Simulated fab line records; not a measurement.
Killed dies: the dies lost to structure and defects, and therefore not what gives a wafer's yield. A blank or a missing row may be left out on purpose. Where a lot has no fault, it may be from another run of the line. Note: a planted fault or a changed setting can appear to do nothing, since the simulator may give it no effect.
Which tool is to blame? :: flow n5 finfet :: 36 wafers from 12 lots sampled at 2 of the route's 1938 steps

WHAT THE GAUGES SHOWED, per wafer
N5_SD_EPI_P_CD_MEAS_09: target cd 240 nm.
lot: L075
measured: day 3 11:35
on: cd sem-01
cd nm (nm): 241.1 241.3 241.6

lot: L077
measured: day 3 23:08
on: cd sem-02
cd nm (nm): 239.6 240.3 240.2

lot: L079
measured: day 4 12:30
on: cd sem-02
cd nm (nm): 242.5 240.1 241.5

lot: L081
measured: day 5 00:41
on: cd sem-01
cd nm (nm): 239.9 240.4 240.0

lot: L083
measured: day 5 11:18
on: cd sem-03
cd nm (nm): 240.0 239.7 240.3

lot: L085
measured: day 6 00:23
on: cd sem-03
cd nm (nm): 239.6 238.7 238.5

lot: L087
measured: day 6 12:26
on: cd sem-03
cd nm (nm): 238.8 239.2 239.8

lot: L089
measured: day 7 04:13
on: cd sem-02
cd nm (nm): 240.0 239.9 239.8

lot: L091
measured: day 7 15:28
on: cd sem-02
cd nm (nm): 239.9 240.1 240.3

lot: L093
measured: day 7 23:29
on: cd sem-02
cd nm (nm): 240.8 240.9 239.9

lot: L095
measured: day 8 12:27
on: cd sem-02
cd nm (nm): 239.8 239.7 239.8

lot: L097
measured: day 9 01:16
on: cd sem-02
cd nm (nm): 239.2 239.6 240.0

WHAT TOOL EACH LOT RAN ON (gives the tool, then ch and the chambers of the sampled wafers, and finally the start)
lot: L075
N5_SD_EPI_N_ETCH_16: rie diel-01 ch 0,1,2, day 3 07:10

lot: L077
N5_SD_EPI_N_ETCH_16: rie diel-02 ch 2,3, day 3 19:24

lot: L079
N5_SD_EPI_N_ETCH_16: rie diel-01 ch 2,3, day 4 08:45

lot: L081
N5_SD_EPI_N_ETCH_16: rie diel-01 ch 0,1, day 4 20:40

lot: L083
N5_SD_EPI_N_ETCH_16: rie diel-04 ch 0,2, day 5 07:34

lot: L085
N5_SD_EPI_N_ETCH_16: rie diel-02 ch 1,2,3, day 5 20:13

lot: L087
N5_SD_EPI_N_ETCH_16: rie diel-04 ch 0,3, day 6 08:46

lot: L089
N5_SD_EPI_N_ETCH_16: rie diel-04 ch 0,2, day 7 00:26

lot: L091
N5_SD_EPI_N_ETCH_16: rie diel-02 ch 1,2,3, day 7 11:41

lot: L093
N5_SD_EPI_N_ETCH_16: rie diel-01 ch 0,2, day 7 19:37

lot: L095
N5_SD_EPI_N_ETCH_16: rie diel-04 ch 0,1, day 8 08:43

lot: L097
N5_SD_EPI_N_ETCH_16: rie diel-04 ch 1,3, day 8 21:29
- N5_SD_EPI_N_ETCH_16: etches SiO2 in CHF3/O2, target depth 5 nm.

THE ANSWER, worked out from the rows above alone
Rule: what is usual is taken from the lots themselves. Put in order of their means at a reading, lots are off if they are a third of the lots or fewer, leave a main group of 4 or more, and stand apart from it by a gap of 3 or more times the standard deviation of the main group's means; of several such gaps the widest counts. A main group whose means are all the same, to the digits that the tables above print for the reading, isn't used. A lot without any number at a reading at which 4 lots or more have one is off too. Where the step has rows for the other lots, those lots are counted as sound.
Nothing can be told from this: no lot is off at any reading shown.

WHAT HAD BEEN PUT IN BY THE SIMULATOR
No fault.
